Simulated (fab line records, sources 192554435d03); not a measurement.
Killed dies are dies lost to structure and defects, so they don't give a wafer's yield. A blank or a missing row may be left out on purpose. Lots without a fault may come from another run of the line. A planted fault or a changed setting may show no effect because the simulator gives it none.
A struck lot beside a sound one | flow n5_finfet | 14 steps out of a route of 1938
Sound: wafers L205.1, L205.3, L205.4. Struck: wafer L222.5. (L222.1, L222.3 of the same lot were not struck and are left out.) The cause comes at the end.
At each step with rows: each side's tool, then ch and its chambers, then its first start. Under that, the readings that differ: sound wafers | struck wafers | difference of the means | sigmas: that difference in standard deviations of wafers without a fault.
alike: readings whose means differ by less than 2 such deviations, and words and numbers that are the same on both sides. not compared: withheld readings, readings that some wafer has no value for, bounds like >300 that may hide the same value, and numbers for which the record gives no deviation and whose values overlap.
The two part at a step that has a row with sigmas, a row that says differs or no value, or rows on one side only. Numbers that don't overlap but have no deviation are shown without sigmas and don't part them. A reading that every wafer of one side lacks parts them only if that side has two wafers or more.

first, 8 steps without rows for these wafers: N5_MIM_BOT_LITHO_HMDS_01 (time 60 s); N5_MIM_BOT_LITHO_COAT_02; N5_MIM_BOT_LITHO_EBR_04; N5_MIM_BOT_LITHO_SOFTBAKE_03 (time 90 s); N5_MIM_BOT_LITHO_EXPOSE_05 (exposes mask MIM BOT); N5_MIM_BOT_LITHO_PEB_06; N5_MIM_BOT_LITHO_DEVELOP_07 (develop time 60 s); N5_MIM_BOT_LITHO_HARDBAKE_09 (time 120 s).
N5_MIM_BOT_LITHO_CD_MEAS_08: target cd 3000 nm.
  sound on cd_sem-02 ch 0, day 12 09:45; struck on cd_sem-02 ch 0, day 16 16:38
  alike: cd_nm
N5_MIM_BOT_LITHO_OVL_MEAS_11:
  sound on overlay-02 ch 0, day 12 09:47; struck on overlay-02 ch 0, day 16 16:40
  alike: MIM_BOT_OVL
N5_MIM_BOT_LITHO_INSPECT_12: inspects for defects (macro).
  sound on defect_inspect-02, day 12 09:48; struck on defect_inspect-01, day 16 16:41
  alike: raw_defect_count
N5_MIM_BOT_LITHO_DESCUM_10: chemistry O2, time 7.9 s.
  sound on rie_diel-04 ch 0,1,2, day 12 09:50; struck on rie_diel-04 ch 3, day 16 16:43
  reading                     | sound       | struck | difference | sigmas
  drypump_motor_current_A (A) | 5.2 5.7 5.3 | 6.4    | +1.0       | +2
  alike: oes_product_au, rf_vpp_V, showerhead_plenum_p_Torr, throttle_valve_pct
  not compared: rf_hours_counter_h
N5_MIM_BOT_ETCH_ETCH_04: etches SiNx in CF4/O2, target depth 26 nm, time 13 s.
  sound on rie_diel-04 ch 0,1,2, day 12 09:54; struck on rie_diel-04 ch 3, day 16 16:47
  reading                     | sound             | struck | difference | sigmas
  drypump_motor_current_A (A) | 5.3 5.8 5.4       | 6.5    | +1.0       | +2
  model.etch.depth_nm (nm)    | 25.98 26.79 26.52 | 22.11  | -4.32      |
  alike: O2_flow_sccm, oes_product_au, rf_vpp_V, showerhead_plenum_p_Torr, throttle_valve_pct
  not compared: rf_hours_counter_h
N5_MIM_BOT_ETCH_ETCH_03: etches the open film in Cl2/BCl3, target depth 12 nm.
  sound on rie_metal-01 ch 0,1, day 12 09:59; struck on rie_metal-03 ch 1, day 16 16:53
  alike: drypump_motor_current_A, oes_product_au, throttle_valve_pct
  not compared: rf_hours_counter_h

WHERE THEY PART
First at N5_MIM_BOT_LITHO_DESCUM_10; last, within this record, at N5_MIM_BOT_ETCH_ETCH_04. Later steps at which nothing parts them and some readings are alike: N5_MIM_BOT_ETCH_ETCH_03.

WHY: what the simulator had put in
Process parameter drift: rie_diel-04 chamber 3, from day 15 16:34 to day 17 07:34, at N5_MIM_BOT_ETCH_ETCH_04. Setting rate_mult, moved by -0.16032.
